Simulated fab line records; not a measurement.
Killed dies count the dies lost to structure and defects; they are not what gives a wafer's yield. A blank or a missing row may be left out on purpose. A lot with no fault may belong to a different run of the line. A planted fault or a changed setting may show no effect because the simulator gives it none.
The tool behind it: which one? -- flow n5_finfet -- Sampling: 11 lots, 33 wafers, 2 of 1938 route steps

== WHAT THE GAUGES READ, wafer by wafer ==
N5_BEOL_M8_CD_MEAS_28: target cd 40 nm.
lot,measured,on,cd_nm (nm)
L074,day 9 09:52,cd_sem-03,40.45 40.19 40.20
L076,day 9 14:36,cd_sem-02,40.06 39.97 40.07
L080,day 10 07:58,cd_sem-03,40.09 40.04 40.27
L081,day 10 11:02,cd_sem-01,39.92 40.05 40.51
L083,day 11 18:22,cd_sem-03,40.50 40.52 40.18
L084,day 12 00:00,cd_sem-02,40.28 39.96 39.91
L087,day 12 10:25,cd_sem-03,40.40 40.17 40.10
L089,day 12 22:46,cd_sem-02,40.08 40.10 39.76
L090,day 13 00:30,cd_sem-02,39.65 40.30 40.33
L092,day 14 04:22,cd_sem-03,40.29 39.92 40.25
L096,day 15 12:27,cd_sem-03,39.92 39.83 40.02

== EACH LOT AND THE TOOL THAT RAN IT (in order: tool; ch and the chambers of the sampled wafers; start) ==
lot,N5_BEOL_M8_ETCH_62
L074,"rie_diel-03 ch 0,1,2, day 9 08:25"
L076,"rie_diel-02 ch 1,2,3, day 9 11:32"
L080,"rie_diel-02 ch 0,2,3, day 10 06:38"
L081,"rie_diel-02 ch 1,2,3, day 10 09:36"
L083,"rie_diel-02 ch 0,2,3, day 11 15:20"
L084,"rie_diel-03 ch 0,1,3, day 11 21:13"
L087,"rie_diel-01 ch 0,1,3, day 12 09:19"
L089,"rie_diel-02 ch 1,2, day 12 20:52"
L090,"rie_diel-03 ch 0,1, day 12 23:40"
L092,"rie_diel-03 ch 0,2,3, day 14 02:26"
L096,"rie_diel-03 ch 0,1,3, day 15 11:46"
- N5_BEOL_M8_ETCH_62: etches SOC in N2/H2, target depth 110 nm, overetch 22 nm, time 165 s.

== THE ANSWER, worked out from the rows above alone ==
Rule: usual is defined by the lots themselves. Put in order of their means at a reading, lots are off if they are a third of the lots or fewer, leave a main group of 4 or more, and stand apart from it by a gap of 3 or more times the standard deviation of the main group's means; of several such gaps the widest counts. A main group is skipped when, at the precision printed for the reading in the tables above, its means are all equal. Also off: a lot with no number at a reading for which 4 or more lots have one. Any other lot the step has rows for is counted as sound.
Across all readings shown, no lot is off: no conclusion can be drawn from this.

== WHAT THE SIMULATOR HAD PUT IN ==
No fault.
